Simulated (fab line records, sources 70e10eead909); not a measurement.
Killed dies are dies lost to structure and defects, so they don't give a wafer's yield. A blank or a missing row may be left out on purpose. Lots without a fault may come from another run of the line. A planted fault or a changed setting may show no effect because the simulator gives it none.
Which tool did it? | flow nand_harc | 24 lots, 72 wafers sampled, at 1 step of a route of 1302

WHAT THE GAUGES READ, wafer by wafer
NHARC_P_STI_OCD_MEAS_17.
lot  | measured     | on     | trench_depth_nm (nm) | trench_foot_cd_nm (nm)
L074 | day 2 21:27  | ocd-01 | 301 298 308          | 156 153 151
L075 | day 3 07:47  | ocd-01 | 297 295 298          | 161 156 160
L076 | day 3 17:42  | ocd-02 | 299 307 304          | 156 157 155
L077 | day 4 03:53  | ocd-02 | 311 305 299          | 149 154 154
L078 | day 4 13:36  | ocd-02 | 298 301 307          | 158 158 160
L079 | day 4 21:29  | ocd-02 | 302 294 311          | 154 159 154
L080 | day 5 09:35  | ocd-01 | 309 304 310          | 154 152 154
L081 | day 5 18:08  | ocd-02 | 299 304 303          | 159 158 154
L082 | day 6 05:13  | ocd-01 | 291 302 305          | 162 158 157
L083 | day 6 18:17  | ocd-02 | 291 292 302          | 152 154 151
L084 | day 7 03:02  | ocd-02 | 290 295 290          | 153 156 154
L085 | day 7 09:33  | ocd-02 | 301 295 302          | 163 161 160
L086 | day 7 19:36  | ocd-01 | 301 307 298          | 159 160 158
L087 | day 8 06:05  | ocd-02 | 303 299 302          | 156 154 153
L088 | day 8 15:28  | ocd-01 | 299 299 296          | 156 154 159
L089 | day 9 01:09  | ocd-02 | 298 297 311          | 157 158 154
L090 | day 9 13:00  | ocd-01 | 300 290 302          | 158 154 152
L091 | day 9 21:02  | ocd-01 | 295 299 295          | 163 164 165
L092 | day 10 08:38 | ocd-01 | 304 308 303          | 158 154 155
L093 | day 10 19:00 | ocd-01 | 302 304 298          | 161 157 162
L094 | day 11 04:05 | ocd-01 | 294 293 293          | 164 164 165
L095 | day 11 14:14 | ocd-02 | 305 295 308          | 153 160 155
L096 | day 12 02:20 | ocd-01 | 295 297 305          | 154 156 160
L097 | day 12 10:58 | ocd-02 | 297 295 304          | 162 156 161

WHICH TOOL RAN EACH LOT (tool, then ch and the chambers of the sampled wafers, then the start)
The record holds no process step before these readings.

WHAT THE TOOLS THEMSELVES READ (means of the sampled wafers that have a number; where no wafer has one, the mark that the record gives instead)
The record holds no such reading with a usual standard deviation.

THE ANSWER, worked out from the rows above alone
Rule: what is usual is taken from the lots themselves. Put in order of their means at a reading, lots are off if they are a third of the lots or fewer, leave a main group of 4 or more, and stand apart from it by a gap of 3 or more times the standard deviation of the main group's means; of several such gaps the widest counts. A main group whose means are all the same, to the digits that the tables above print for the reading, isn't used. A lot without any number at a reading at which 4 lots or more have one is off too. The other lots that the step has rows for count as sound. The gauges are gone through in route order, then the tools' own readings, and for those a lot's mean is taken as printed above. The first step at which some lot is off is used, and at that step the reading that is off furthest; a lot without a number counts as furthest.
No lot is off at any reading shown: from this, nothing can be told.

WHAT THE SIMULATOR HAD PUT IN
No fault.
